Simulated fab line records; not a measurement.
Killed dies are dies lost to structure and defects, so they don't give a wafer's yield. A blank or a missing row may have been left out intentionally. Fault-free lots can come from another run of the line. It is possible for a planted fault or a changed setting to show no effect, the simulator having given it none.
Which of the tools did it? | flow nand_harc | 72 wafers from 24 lots sampled at 2 of the route's 1302 steps

WHAT THE GAUGES READ, wafer by wafer
NHARC_A_CONTACT_CD_MEAS_42: the cd target is 300 nm. Usual: cd_nm 299.9 nm, standard deviation 0.58.
lot  | measured     | on        | cd_nm (nm)        | flag
L074 | day 21 21:31 | cd_sem-03 | 299.9 300.4 299.9 |
L075 | day 22 00:43 | cd_sem-01 | 299.8 299.9 299.6 |
L076 | day 22 03:31 | cd_sem-01 | 301.0 299.6 300.2 |
L077 | day 22 17:24 | cd_sem-03 | 300.1 300.1 300.2 |
L078 | day 24 00:36 | cd_sem-01 | 300.5 299.1 300.5 |
L079 | day 24 04:05 | cd_sem-03 | 301.5 300.6 300.7 |
L081 | day 24 10:55 | cd_sem-01 | 299.0 298.8 299.3 |
L080 | day 24 15:14 | cd_sem-03 | 300.1 300.7 299.7 |
L082 | day 24 15:47 | cd_sem-01 | 300.6 299.3 300.4 |
L086 | day 25 10:34 | cd_sem-02 | 299.8 299.8 300.0 |
L083 | day 25 11:26 | cd_sem-03 | 300.6 299.4 299.2 |
L084 | day 25 17:19 | cd_sem-02 | 300.5 300.7 299.8 |
L085 | day 25 17:46 | cd_sem-01 | 299.7 299.9 299.5 |
L087 | day 26 11:13 | cd_sem-03 | 298.8 299.6 299.4 |
L088 | day 27 20:10 | cd_sem-01 | 299.3 299.4 300.3 |
L089 | day 27 20:19 | cd_sem-02 | 300.0 299.9 299.6 |
L090 | day 27 23:31 | cd_sem-01 | 301.2 300.4 299.8 |
L092 | day 29 10:59 | cd_sem-02 | 299.8 301.0 300.4 |
L091 | day 29 11:08 | cd_sem-01 | 299.6 299.5 299.2 |
L093 | day 29 19:13 | cd_sem-01 | 299.9 300.3 300.3 |
L094 | day 30 01:15 | cd_sem-03 | 299.7 299.6 299.1 |
L095 | day 30 01:42 | cd_sem-02 | 299.4 300.2 299.7 |
L097 | day 30 16:40 | cd_sem-02 | 299.2 299.0 299.6 |
L096 | day 30 21:14 | cd_sem-03 | 300.8 299.2 300.1 |

WHICH TOOL RAN EACH LOT (tool, then ch and the chambers of the sampled wafers, then the start)
lot  | NHARC_A_WL_FILL_CVD_20
L074 | cvd_w-01 ch 0,1, day 21 21:31 or earlier
L075 | cvd_w-01 ch 0,1, day 22 00:43 or earlier
L076 | cvd_w-02 ch 0,1, day 22 03:31 or earlier
L077 | cvd_w-02 ch 0,1, day 22 17:24 or earlier
L078 | cvd_w-02 ch 0, day 24 00:36 or earlier
L079 | cvd_w-01 ch 0,1, day 24 04:05 or earlier
L081 | cvd_w-02 ch 0,1, day 24 10:55 or earlier
L080 | cvd_w-01 ch 0,1, day 24 15:14 or earlier
L082 | cvd_w-02 ch 0,1, day 24 15:47 or earlier
L086 | cvd_w-01 ch 0,1, day 25 10:34 or earlier
L083 | cvd_w-02 ch 0,1, day 25 11:26 or earlier
L084 | cvd_w-02 ch 0,1, day 25 17:19 or earlier
L085 | cvd_w-02 ch 0,1, day 25 17:46 or earlier
L087 | cvd_w-01 ch 0,1, day 26 11:13 or earlier
L088 | cvd_w-01 ch 0,1, day 27 20:10 or earlier
L089 | cvd_w-01 ch 0,1, day 27 20:19 or earlier
L090 | cvd_w-01 ch 1, day 27 23:31 or earlier
L092 | cvd_w-02 ch 0,1, day 29 10:59 or earlier
L091 | cvd_w-01 ch 0,1, day 29 11:08 or earlier
L093 | cvd_w-01 ch 0,1, day 29 19:13 or earlier
L094 | cvd_w-02 ch 0,1, day 30 01:15 or earlier
L095 | cvd_w-02 ch 0,1, day 30 01:42 or earlier
L097 | cvd_w-01 ch 1, day 30 16:40 or earlier
L096 | cvd_w-01 ch 1, day 30 21:14 or earlier
- NHARC_A_WL_FILL_CVD_20: deposits W, target thk 100 nm, time 74 s.

WHAT THE TOOLS THEMSELVES READ (means of the sampled wafers that have a number; where no wafer has one, the mark that the record gives instead)
NHARC_A_WL_FILL_CVD_20. Usual: heater_power_w 895 W, standard deviation 47; throttle_valve_pct 8.0 %, standard deviation 0.34.
lot  | tool     | heater_power_w (W) | throttle_valve_pct (%) | flag
L074 | cvd_w-01 | 907                | 7.9                    |
L075 | cvd_w-01 | 918                | 8.1                    |
L076 | cvd_w-02 | 884                | 8.1                    |
L077 | cvd_w-02 | 877                | 8.0                    |
L078 | cvd_w-02 | 863                | 8.4                    |
L079 | cvd_w-01 | 958                | 7.7                    |
L081 | cvd_w-02 | 873                | 8.4                    |
L080 | cvd_w-01 | 929                | 7.8                    |
L082 | cvd_w-02 | 889                | 8.3                    |
L086 | cvd_w-01 | 904                | 7.5                    |
L083 | cvd_w-02 | 876                | 8.2                    |
L084 | cvd_w-02 | 872                | 8.1                    |
L085 | cvd_w-02 | 880                | 8.1                    |
L087 | cvd_w-01 | 871                | 7.9                    |
L088 | cvd_w-01 | 915                | 7.8                    |
L089 | cvd_w-01 | 876                | 7.8                    |
L090 | cvd_w-01 | 944                | 7.7                    |
L092 | cvd_w-02 | 870                | 8.3                    |
L091 | cvd_w-01 | 875                | 7.9                    |
L093 | cvd_w-01 | 868                | 8.1                    |
L094 | cvd_w-02 | 882                | 8.3                    |
L095 | cvd_w-02 | 870                | 8.2                    |
L097 | cvd_w-01 | 964                | 7.7                    |
L096 | cvd_w-01 | 944                | 7.7                    |

THE ANSWER, worked out from the rows above alone
Rule: a lot counts as off when the mean over its wafers that have a number is more than 3 standard deviations away from the usual mean. A lot without any number at a reading at which 4 lots or more have one is off too. Where the step has rows for the other lots, those lots are counted as sound. Order of review: gauges by route order, followed by the tools' own readings, for which a lot's mean as printed above is used. The first step at which some lot is off is used, and at that step the reading that is off furthest; a lot without a number counts as furthest.
No lot is off at any reading shown: from this, nothing can be told.

WHAT THE SIMULATOR HAD INSERTED
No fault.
